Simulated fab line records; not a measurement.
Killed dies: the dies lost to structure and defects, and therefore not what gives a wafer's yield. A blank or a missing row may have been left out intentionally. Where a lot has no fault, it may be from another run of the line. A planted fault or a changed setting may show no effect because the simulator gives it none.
Matching of chambers	flow nand-harc	rie-diel-03 running NHARC_A_BONDPAD_DESCUM_11: 4 sister chambers
The step chemistry O2, time 3 s. 16 wafers are shown with their chamber, then 8 later ones without.

== WAFERS PAIRED WITH THEIR CHAMBERS ==
wafer	chamber	oes-product-au (a.u.)	throttle-valve-pct (%)	o2-flow-sccm (sccm)
L640.4	3	0.984	11.321	199.7
L640.5	2	1.003	11.318	199.5
L640.6	1	0.983	11.304	199.4
L643.1	3	0.981	11.300	199.0
L643.2	2	1.002	11.319	199.4
L643.4	0	0.989	11.307	200.1
L642.3	3	0.986	11.324	201.1
L642.5	3	0.993	11.310	200.1
L642.6	0	0.991	11.296	200.3
L647.1	0	1.002	11.302	199.6
L647.2	2	1.014	11.329	199.4
L647.4	3	0.983	11.307	199.4
L646.3	3	0.988	11.327	199.4
L646.5	2	0.997	11.317	200.9
L646.6	3	0.991	11.308	199.0
L653.1	0	0.992	11.315	200.0

SIGNATURES (means of the wafers above)
reading	chamber 0	chamber 1	chamber 2	chamber 3	scatter within a chamber
oes-product-au	0.99350	0.98300	1.00400	0.98657	0.00554
throttle-valve-pct	11.30500	11.30400	11.32075	11.31386	0.00867
o2-flow-sccm	200.000	199.400	199.800	199.671	0.655
Rule: a wafer lies at a distance from a chamber equal to the root of the sum of squares, over the readings, of (its reading less the chamber's mean, divided by the reading's scatter). If the next closest chamber is less than 2 further off than the closest, the wafer can't be placed; otherwise it belongs to the closest. The scatter: take each reading less its chamber's mean, square it, sum over the shown wafers, divide by the number of wafers less the number of chambers, and take the root.

== WAFERS MISSING THEIR CHAMBER ==
wafer	oes-product-au (a.u.)	throttle-valve-pct (%)	o2-flow-sccm (sccm)
L653.5	0.986	11.302	200.5
L653.6	0.993	11.299	200.4
L655.4	1.010	11.308	200.8
L655.5	1.011	11.308	199.2
L655.6	0.989	11.306	199.9
L662.1	0.992	11.301	200.7
L662.2	0.995	11.325	199.1
L662.6	0.989	11.299	200.8

== CHAMBER TAKEN BY EACH ==
wafer	from the rows above	in truth
L653.5	can't be placed: 0 or 1 or 3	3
L653.6	can't be placed: 0 or 3 or 1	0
L655.4	can't be placed: 2 or 0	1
L655.5	can't be placed: 2 or 0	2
L655.6	can't be placed: 0 or 3 or 1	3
L662.1	can't be placed: 0 or 3 or 1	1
L662.2	can't be placed: 2 or 3 or 0 or 1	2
L662.6	can't be placed: 0 or 1 or 3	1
Correctly placed: 0 of 8. Cannot be placed on the basis of these rows: 8; the candidates contain the true chamber in 7. Placed wrongly: 0.
